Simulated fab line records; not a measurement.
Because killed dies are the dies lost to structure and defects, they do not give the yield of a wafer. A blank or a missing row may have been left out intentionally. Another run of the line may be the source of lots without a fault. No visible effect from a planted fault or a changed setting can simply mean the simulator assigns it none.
fab line records	flow n5_finfet
record lots=6	wafers=18	last_day=19
route steps=1938 shown BEOL_M1@788 BEOL_M4@1111
lots untouched by any fault: they come from a run of this same line in which no faults occurred
start_h: start of the lot's first displayed wafer, in hours after the record's first day	wait_h: time in hours since the lot's previous step	" unchanged from the row above	L1.1+2: one row covering several wafers at once	- no value, or no start given	* or withheld: withheld	< > ~ a bound
route shown NAME@n: names a module that has steps shown in the file, with the first one's number in the route	usual: the fault-free wafers' mean and standard deviation	same: alike in all rows	chamber/n: place in a boat	sites: readings site by site	_std_site: how widely they spread, as a standard deviation	_edge_site: mean of outer sites minus mean of inner sites	radius_mm: how far each site lies from the wafer's centre	mask NAME#n: copy n	behind: tool/chamber where the wafer was last shaped	hold: why the lot went on hold/how many hours it stayed there/how the hold came to an end	device: whichever transistor did not switch (one of n, p or np)	end of line: at the end of the route, the tests of the same wafers	a step without rows: its recipe alone	killed: count of dies lost to structure and defects at first sort (not the wafer's yield)	map: a wafer's dies, marking killed ones x, the rest . and places with no die _
set.NAME: the setting that was run; set.NAME@STEP: the one run at that earlier step	model.NAME: the simulator's own value behind a step, which no gauge read
certain route steps with their lots: each step a table, each wafer a row
services: when a tool's chamber went out of use (start_h, in hours from the record's first day, below 0 if earlier), for how many hours, and the reason
## steps
# step N5_BEOL_M1_INSPECT_30
# recipe mode=adi	inspect_instrument=brightfield
# usual raw_defect_count=394/91
lot.wafer	tool	chamber	start_h	wait_h	raw_defect_count
L806.1	defect_inspect-02	-	133.88	0.1	316
L806.4	"	-	"	"	362
L806.5	"	-	"	"	223
L811.2	defect_inspect-02	-	161.51	0.0	343
L811.4	"	-	"	"	398
L811.6	"	-	"	"	375
L812.1	defect_inspect-01	-	166.33	0.1	517
L812.3	"	-	"	"	467
L812.4	"	-	"	"	421
L813.1	defect_inspect-01	-	176.22	0.1	357
L813.4	"	-	"	"	305
L813.6	"	-	"	"	299
L823.3	defect_inspect-01	-	247.50	0.0	344
L823.4	"	-	"	"	347
L823.5	"	-	"	"	309
L826.1	defect_inspect-01	-	256.79	0.1	626
L826.2	"	-	"	"	708
L826.3	"	-	"	"	384
# step N5_BEOL_M1_DESCUM_33
# recipe chemistry=O2	time_s=7	source_power_w=50	bias_power_w=20	pressure_mtorr=20	rf_frequency_hz=2.712e+07	temp_c=40	resist=CAR-EUV	o2_flow_sccm=225
# usual drypump_motor_current_A=5.7/0.43	oes_product_au=0.80/0.094	rf_vpp_V=243.1/1.4	showerhead_plenum_p_Torr=2.09/0.076	throttle_valve_pct=20.48/0.22
lot.wafer	tool	chamber	start_h	wait_h	drypump_motor_current_A	oes_product_au	rf_hours_counter_h	rf_vpp_V	showerhead_plenum_p_Torr	throttle_valve_pct
L806.1	rie_diel-03	0	133.92	0.0	4.7	0.86	28	242.5	2.05	20.19
L806.4	"	3	"	"	5.5	0.97	1	244.7	2.24	20.21
L806.5	"	1	"	"	6.0	0.72	-	243.9	2.16	20.49
L811.2	rie_diel-03	3	161.60	0.1	5.5	0.94	9	245.6	2.24	20.23
L811.4	"	0	"	"	4.8	0.85	37	241.6	2.05	20.21
L811.6	"	3	"	"	5.5	0.94	-	246.1	2.24	20.25
L812.1	rie_diel-02	2	166.40	0.1	6.0	0.74	159	245.2	2.19	20.55
L812.3	"	1	"	"	6.4	0.91	20	244.0	2.14	20.18
L812.4	"	0	"	"	5.6	0.94	14	241.9	2.06	20.35
L813.1	rie_diel-06	2	176.25	0.0	6.4	0.74	161	242.8	2.01	20.26
L813.4	"	1	"	"	5.6	0.70	212	245.1	2.17	20.85
L813.6	"	0	"	"	5.2	0.95	-	242.5	2.06	20.25
L823.3	rie_diel-02	3	247.66	0.2	5.8	0.76	112	240.6	2.02	20.78
L823.4	"	3	"	"	5.8	0.76	-	242.9	2.02	20.77
L823.5	"	0	"	"	5.6	0.88	-	244.5	2.05	20.39
L826.1	rie_diel-02	2	256.82	0.0	6.0	0.71	188	245.6	2.18	20.60
L826.2	"	3	"	"	5.8	0.76	116	240.8	2.01	20.80
L826.3	"	0	"	"	5.6	0.88	45	241.6	2.05	20.41
# step N5_BEOL_M1_ETCH_77
# recipe chemistry=N2/H2	target=underlayer	target_depth_a=65	mask_material=CAR-EUV	time_s=5.2	ion_energy_ev=200	pressure_mtorr=30	source_w=840	bias_w=150	n2_flow_sccm=200	h2_flow_sccm=200	ends=cleared
# step N5_BEOL_M1_ETCH_69
# recipe chemistry=CF4	target=SiARC	target_depth_a=156	mask_material=CAR-EUV	time_s=26	ion_energy_ev=80	pressure_mtorr=40	source_w=545	bias_w=36	Ar_flow_sccm=100	cf4_flow_sccm=100	ends=cleared
# usual bias_w=36.00/0.11	drypump_motor_current_A=5.7/0.43	etch_rf_on_time_s=26.0/0.47	oes_product_au=0.69/0.079	rf_vpp_V=183.9/1.2	showerhead_plenum_p_Torr=2.14/0.072	throttle_valve_pct=15.64/0.25
lot.wafer	tool	chamber	start_h	wait_h	bias_w	drypump_motor_current_A	etch_rf_on_time_s	oes_product_au	rf_hours_counter_h	rf_vpp_V	showerhead_plenum_p_Torr	throttle_valve_pct
L806.1	rie_diel-03	0	133.97	0.0	36.00	4.7	26.4	0.73	28	183.4	2.11	15.37
L806.4	"	3	"	"	36.10	5.5	26.1	0.82	1	184.4	2.28	15.34
L806.5	"	1	"	"	36.09	6.0	25.5	0.63	-	185.1	2.21	15.69
L811.2	rie_diel-03	3	161.65	0.0	36.08	5.5	26.4	0.81	9	186.2	2.27	15.35
L811.4	"	0	"	"	36.08	4.7	26.7	0.71	37	184.3	2.11	15.41
L811.6	"	3	"	"	35.96	5.5	26.6	0.79	-	186.1	2.27	15.33
L812.1	rie_diel-02	2	166.45	0.0	36.14	6.0	25.7	0.64	159	184.4	2.23	15.71
L812.3	"	1	"	"	35.99	6.3	26.2	0.77	20	184.0	2.19	15.29
L812.4	"	0	"	"	35.93	5.6	25.7	0.81	14	184.3	2.10	15.38
L813.1	rie_diel-06	2	176.31	0.0	36.04	6.4	25.9	0.64	161	182.9	2.05	15.46
L813.4	"	1	"	"	36.01	5.6	26.5	0.59	212	183.8	2.21	16.01
L813.6	"	0	"	"	36.05	5.2	26.1	0.82	-	181.7	2.11	15.35
L823.3	rie_diel-02	3	247.71	0.0	36.11	5.8	25.4	0.66	112	182.8	2.07	15.97
L823.4	"	3	"	"	35.85	5.8	25.4	0.67	-	182.9	2.07	15.96
L823.5	"	0	"	"	36.05	5.6	25.4	0.76	-	183.4	2.09	15.43
L826.1	rie_diel-02	2	256.87	0.0	36.01	6.0	25.8	0.62	188	186.4	2.22	15.77
L826.2	"	3	"	"	35.82	5.8	25.9	0.65	116	182.4	2.07	16.00
L826.3	"	0	"	"	36.02	5.6	25.6	0.75	45	183.1	2.09	15.44
# step N5_BEOL_M1_ALD_98
# recipe material=SiO2	target_thk_a=25	temp_c=100	ald_precursor_family=BDEAS	ald_co_reactant=O2-plasma	pulse_time_s=1	co_reactant_pulse_time_s=1	purge_time_s=2	co_reactant_purge_time_s=2	ald_cycles=17	pressure_torr=2
# step N5_BEOL_M1_ETCHBACK_99
# recipe chemistry=CHF3	target=SiO2	target_depth_a=50	time_s=10.4	source_w=215	bias_w=47	Ar_flow_sccm=200	CHF3_flow_sccm=12	ion_energy_ev=100	pressure_mtorr=30
# usual drypump_motor_current_A=5.7/0.45	oes_product_au=0.81/0.096	rf_vpp_V=240.3/2.4	showerhead_plenum_p_Torr=2.16/0.076	throttle_valve_pct=17.08/0.23
lot.wafer	tool	chamber	start_h	wait_h	drypump_motor_current_A	oes_product_au	rf_hours_counter_h	rf_vpp_V	showerhead_plenum_p_Torr	throttle_valve_pct
L806.1	rie_diel-02	1	140.87	6.8	6.4	0.93	13	239.4	2.21	16.80
L806.4	"	3	"	"	5.8	0.81	80	238.0	2.09	17.36
L806.5	"	1	"	"	6.3	0.94	-	238.5	2.21	16.82
L812.1	rie_diel-03	3	174.32	7.7	5.5	0.93	12	243.2	2.29	16.79
L812.3	"	2	"	"	5.3	0.71	235	241.0	2.03	17.27
L812.4	"	0	"	"	4.7	0.85	40	240.7	2.11	16.88
L811.2	rie_diel-06	0	175.74	14.0	5.2	0.96	9	237.1	2.12	16.87
L811.4	"	1	"	"	5.6	0.72	212	243.5	2.22	17.44
L811.6	"	3	"	"	5.4	0.69	-	240.8	2.15	17.41
L813.1	rie_diel-03	3	183.90	7.5	5.5	0.93	14	243.4	2.28	16.79
L813.4	"	0	"	"	4.8	0.83	42	240.4	2.11	16.89
L813.6	"	2	"	"	5.3	0.70	-	239.0	2.03	17.29
L823.3	rie_diel-03	1	255.51	7.6	6.0	0.71	243	244.3	2.21	17.24
L823.4	"	3	"	"	5.5	0.88	39	244.9	2.28	16.83
L823.5	"	2	"	"	5.3	0.96	-	245.9	2.29	16.89
L826.1	rie_diel-02	2	277.93	20.9	6.0	0.72	195	240.4	2.23	17.24
L826.2	"	3	"	"	5.8	0.75	122	237.0	2.07	17.43
L826.3	"	1	"	"	6.2	0.87	40	239.5	2.20	16.84
# step N5_BEOL_M1_ETCH_70
# recipe chemistry=N2/H2	target=SOC	target_depth_a=800	overetch_a=160	mask_material=SiARC	temp_c=40	time_s=120	ion_energy_ev=200	pressure_mtorr=30	source_w=840	bias_w=150	n2_flow_sccm=200	h2_flow_sccm=200
# step N5_BEOL_M1_STRIP_71
# recipe chemistry=N2/H2	temp_c=40	n2_flow_sccm=200	h2_flow_sccm=200	rf_frequency_hz=6e+07
# step N5_BEOL_M1_STRIP_78
# recipe chemistry=N2/H2	temp_c=40	n2_flow_sccm=200	h2_flow_sccm=200	rf_frequency_hz=6e+07
# step N5_BEOL_M1_VIA_ETCH_34
# recipe chemistry=C4F6/O2	target_depth_a=678	mask_material=SOC	pressure_mtorr=15	ion_energy_ev=250	taper_deg=4	time_s=64.4	source_w=350	bias_w=170	Ar_flow_sccm=300	C4F6_flow_sccm=10	O2_flow_sccm=10
# usual bias_w=170.0/0.51	drypump_motor_current_A=5.7/0.45	oes_product_au=0.81/0.096	rf_vpp_V=664/6.2	showerhead_plenum_p_Torr=2.85/0.096	throttle_valve_pct=30.80/0.18
lot.wafer	tool	chamber	start_h	wait_h	bias_w	drypump_motor_current_A	oes_product_au	rf_hours_counter_h	rf_vpp_V	showerhead_plenum_p_Torr	throttle_valve_pct
L806.1	rie_diel-02	1	141.01	0.0	170.2	6.3	0.92	13	661	2.92	30.75
L806.4	"	3	"	"	170.7	5.8	0.80	80	658	2.76	31.09
L806.5	"	1	"	"	170.2	6.3	0.92	-	662	2.92	30.77
L812.1	rie_diel-03	3	174.46	0.0	170.7	5.5	0.94	12	674	3.01	30.51
L812.3	"	2	"	"	170.4	5.3	0.71	235	664	2.69	30.78
L812.4	"	0	"	"	170.0	4.8	0.85	40	665	2.79	30.59
L811.2	rie_diel-06	0	175.88	0.0	170.4	5.2	0.94	9	655	2.81	30.75
L811.4	"	1	"	"	169.7	5.6	0.70	212	672	2.92	31.04
L811.6	"	3	"	"	170.6	5.5	0.69	-	663	2.83	31.13
L813.1	rie_diel-03	3	184.04	0.0	170.2	5.5	0.92	15	673	3.01	30.49
L813.4	"	0	"	"	169.4	4.8	0.84	42	663	2.79	30.62
L813.6	"	2	"	"	170.3	5.3	0.70	-	663	2.68	30.79
L823.3	rie_diel-03	1	255.64	0.0	169.9	6.0	0.71	243	673	2.92	30.85
L823.4	"	3	"	"	170.1	5.5	0.87	39	672	3.00	30.53
L823.5	"	2	"	"	170.1	5.3	0.97	-	675	3.02	30.70
L826.1	rie_diel-02	2	278.06	0.0	169.7	6.0	0.72	195	667	2.94	30.83
L826.2	"	3	"	"	169.6	5.8	0.76	122	656	2.74	31.13
L826.3	"	1	"	"	170.5	6.4	0.87	40	662	2.90	30.78
# step N5_BEOL_M1_STRIP_83
# recipe chemistry=C4F6/O2	resist=SiARC	rf_frequency_hz=6e+07
# step N5_BEOL_M1_STRIP_36
# recipe chemistry=N2/H2	power_w=450	temp_c=40	pressure_mtorr=20	rf_frequency_hz=6e+07	overash_fraction=0.3	bias_power_w=7	h2_frac=0.5	n2_flow_sccm=200	h2_flow_sccm=200
# step N5_BEOL_M1_TRENCH_ETCH_37
# recipe chemistry=C4F6/O2	target_depth_a=552.07	target=SiOC	time_s=29	ion_energy_ev=250	pressure_mtorr=30	source_w=355	bias_w=185	Ar_flow_sccm=300	C4F6_flow_sccm=10	O2_flow_sccm=10
# usual bias_w=185.0/0.56	drypump_motor_current_A=5.7/0.45	oes_product_au=0.81/0.097	rf_vpp_V=664/6.2	showerhead_plenum_p_Torr=2.86/0.096	throttle_valve_pct=20.88/0.21
lot.wafer	tool	chamber	start_h	wait_h	bias_w	drypump_motor_current_A	oes_product_au	rf_hours_counter_h	rf_vpp_V	showerhead_plenum_p_Torr	throttle_valve_pct	model.BEOL_M1.feature_depth_nm	model.etch.depth_nm
L806.1	rie_diel-02	1	141.11	-	184.3	6.3	0.91	13	664	2.92	20.67	54.8	54.79
L806.4	"	3	"	"	185.0	5.8	0.81	80	657	2.76	21.20	55.4	55.49
L806.5	"	1	"	"	184.1	6.3	0.92	-	663	2.92	20.67	54.8	54.86
L812.1	rie_diel-03	3	174.56	-	185.0	5.5	0.94	12	673	3.02	20.58	55	55.09
L812.3	"	2	"	"	206.1	5.3	0.71	235	723	2.69	21.01	55.6	55.53
L812.4	"	0	"	"	183.8	4.8	0.84	40	664	2.80	20.68	54.2	54.19
L811.2	rie_diel-06	0	175.98	-	185.6	5.2	0.95	10	657	2.81	20.71	55.2	55.18
L811.4	"	1	"	"	186.0	5.6	0.70	212	673	2.93	21.22	54.6	54.6
L811.6	"	3	"	"	184.9	5.4	0.69	-	665	2.84	21.20	54.4	54.46
L813.1	rie_diel-03	3	184.14	-	185.2	5.5	0.92	15	673	3.01	20.60	55.2	55.11
L813.4	"	0	"	"	185.6	4.8	0.84	42	664	2.80	20.69	54.6	54.56
L813.6	"	2	"	"	205.8	5.3	0.72	-	724	2.69	21.05	55.4	55.4
L823.3	rie_diel-03	1	255.74	-	184.7	6.0	0.71	243	671	2.92	21.00	56.2	56.11
L823.4	"	3	"	"	184.7	5.5	0.89	39	673	3.00	20.64	55.8	55.71
L823.5	"	2	"	"	185.1	5.3	0.97	-	674	3.02	20.72	55.8	55.79
L826.1	rie_diel-02	2	278.16	-	185.6	6.0	0.71	195	668	2.95	20.97	55	55.01
L826.2	"	3	"	"	183.5	5.8	0.75	123	656	2.75	21.23	54.2	54.22
L826.3	"	1	"	"	185.1	6.3	0.87	40	663	2.91	20.70	54.8	54.81
# step N5_BEOL_M1_ETCH_41
# recipe chemistry=CH3F/O2	target=SiCN	target_depth_a=319	taper_deg=2	time_s=57.8	ion_energy_ev=120	mask_material=TiN	pressure_mtorr=30	source_w=395	bias_w=75	Ar_flow_sccm=150	CH3F_flow_sccm=30	O2_flow_sccm=20
# usual bias_w=75.01/0.21	drypump_motor_current_A=5.7/0.45	oes_product_au=0.81/0.096	rf_vpp_V=297.5/1.6	showerhead_plenum_p_Torr=2.01/0.071	throttle_valve_pct=16.32/0.24
lot.wafer	tool	chamber	start_h	wait_h	bias_w	drypump_motor_current_A	oes_product_au	rf_hours_counter_h	rf_vpp_V	showerhead_plenum_p_Torr	throttle_valve_pct
L806.1	rie_diel-02	1	-	-	75.08	6.3	0.93	13	298.9	2.05	16.03
L806.4	"	3	"	"	75.24	5.8	0.80	80	297.1	1.94	16.60
L806.5	"	1	"	"	75.53	6.3	0.92	-	299.4	2.05	16.04
L812.1	rie_diel-03	3	-	-	74.91	5.5	0.93	12	300.6	2.13	16.02
L812.3	"	2	"	"	75.61	5.3	0.70	235	295.7	1.89	16.54
L812.4	"	0	"	"	74.67	4.7	0.84	40	296.0	1.96	16.10
L811.2	rie_diel-06	0	-	-	74.68	5.2	0.96	10	297.0	1.97	16.09
L811.4	"	1	"	"	74.94	5.6	0.72	212	298.6	2.06	16.69
L811.6	"	3	"	"	75.07	5.4	0.70	-	296.7	1.99	16.63
L813.1	rie_diel-03	3	-	-	74.79	5.5	0.94	15	300.2	2.12	16.03
L813.4	"	0	"	"	75.15	4.8	0.84	42	295.7	1.96	16.12
L813.6	"	2	"	"	75.56	5.3	0.70	-	295.4	1.89	16.57
L823.3	rie_diel-03	1	-	-	74.86	6.0	0.71	243	299.9	2.05	16.49
L823.4	"	3	"	"	74.77	5.5	0.87	39	299.9	2.12	16.08
L823.5	"	2	"	"	75.09	5.3	0.97	-	300.5	2.13	16.15
L826.1	rie_diel-02	2	-	-	75.04	6.0	0.72	195	296.8	2.07	16.48
L826.2	"	3	"	"	74.82	5.8	0.75	123	296.1	1.93	16.67
L826.3	"	1	"	"	74.92	6.3	0.86	40	300.3	2.04	16.08
# step N5_BEOL_M4_RC_MEAS_101
# usual DIBL_N=36.6/1.3	DIBL_P=36.4/1.4	IOFF_N=0.167/0.023	IOFF_P=0.219/0.029	ION_N=678/8.7	ION_P=464/6.4	SS_N=71.5/0.53	SS_P=73.4/0.57	VT_N=248.5/2.8	VT_P=-249/3.1
lot.wafer	tool	chamber	start_h	wait_h	DIBL_N[mV/V]	DIBL_P[mV/V]	IOFF_N[nA/um]	IOFF_P[nA/um]	ION_N[uA/um]	ION_P[uA/um]	SS_N[mV/dec]	SS_P[mV/dec]	VT_N[mV]	VT_P[mV]
L806.1	prober-01	0	198.19	0.0	38.5	37.0	0.201	0.252	683	467	70.7	74.1	245.5	-250
L806.4	"	0	"	"	37.8	36.0	0.178	0.226	685	471	71.1	73.1	247.7	-250
L806.5	"	0	"	"	37.7	36.6	0.184	0.242	685	473	71.5	74.0	246.7	-246
L811.2	prober-02	0	226.67	0.2	38.3	38.0	0.181	0.236	682	475	71.9	73.5	247.6	-247
L811.4	"	0	"	"	39.1	39.0	0.211	0.270	704	481	71.8	73.0	243.3	-246
L811.6	"	0	"	"	38.8	38.6	0.201	0.251	690	470	71.6	73.9	244.8	-250
L812.1	prober-01	0	233.01	0.0	36.1	36.4	0.144	0.185	669	459	71.2	73.2	250.8	-252
L812.3	"	0	"	"	37.5	37.8	0.161	0.192	678	457	71.9	74.0	248.4	-252
L812.4	"	0	"	"	37.0	37.1	0.152	0.184	675	453	71.7	73.7	247.8	-255
L813.1	prober-02	0	254.65	0.0	36.8	36.3	0.165	0.234	671	467	71.4	73.5	247.1	-247
L813.4	"	0	"	"	35.0	33.9	0.125	0.193	664	457	71.2	72.1	252.8	-247
L813.6	"	0	"	"	35.5	34.7	0.141	0.202	676	466	71.0	72.3	249.9	-247
L823.3	prober-02	0	332.46	0.3	37.4	37.9	0.195	0.265	686	471	72.3	73.7	244.1	-246
L823.4	"	0	"	"	36.1	34.9	0.162	0.215	683	465	71.0	73.5	247.0	-247
L823.5	"	0	"	"	36.1	36.2	0.167	0.238	683	472	70.9	74.1	245.4	-247
L826.1	prober-01	0	351.14	0.0	36.9	37.9	0.164	0.231	674	467	71.6	74.1	251.0	-249
L826.2	"	0	"	"	36.5	37.0	0.149	0.200	676	457	71.7	72.9	249.8	-253
L826.3	"	0	"	"	37.9	39.8	0.187	0.257	683	471	72.1	73.3	247.3	-248
## services
tool	chamber	start_h	hours	kind
rie_diel-06	0	120.08	-	clean
rie_diel-06	0	120.08	-	consumable_replace:focus_ring
rie_diel-06	0	120.08	16.2	scheduled_down
rie_diel-06	0	120.08	16.2	vent_cycle
rie_diel-06	2	125.76	11.1	repair
rie_diel-03	1	145.19	1.6	repair
rie_diel-06	-	158.33	2.8	pm
rie_diel-06	2	163.27	9.2	repair
rie_diel-03	-	177.21	0.8	repair
rie_diel-02	2	214.00	6.4	repair
rie_diel-02	1	219.30	40.8	repair
rie_diel-03	2	225.34	-	clean
rie_diel-03	2	225.34	-	consumable_replace:focus_ring
rie_diel-03	2	225.34	-	consumable_replace:showerhead
rie_diel-03	2	225.34	18.0	scheduled_down
rie_diel-03	2	225.34	18.0	vent_cycle
rie_diel-06	3	252.54	2.8	repair
rie_diel-03	1	260.48	6.6	repair
## key
first_sign step=N5_BEOL_M1_TRENCH_ETCH_37	reading=bias_w	direction=up	sigmas=38	usual=*	struck=*
effect step=N5_BEOL_M1_TRENCH_ETCH_37	reading=rf_vpp_V	direction=up	sigmas=9.6	usual=664	struck=724
model_effect step=N5_BEOL_M1_TRENCH_ETCH_37	value=BEOL_M1.feature_depth_nm	without=53.5	struck=55.5
met_at N5_BEOL_M1_TRENCH_ETCH_37
struck_wafers L812.3,L813.6
fault kind=process_parameter_drift	tool=rie_diel-03	chamber=2	onset_h=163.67	steps=N5_BEOL_M1_TRENCH_ETCH_37	channel=bias_w	offset=*	shape=step	end_h=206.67	acts_in=*	stated=*
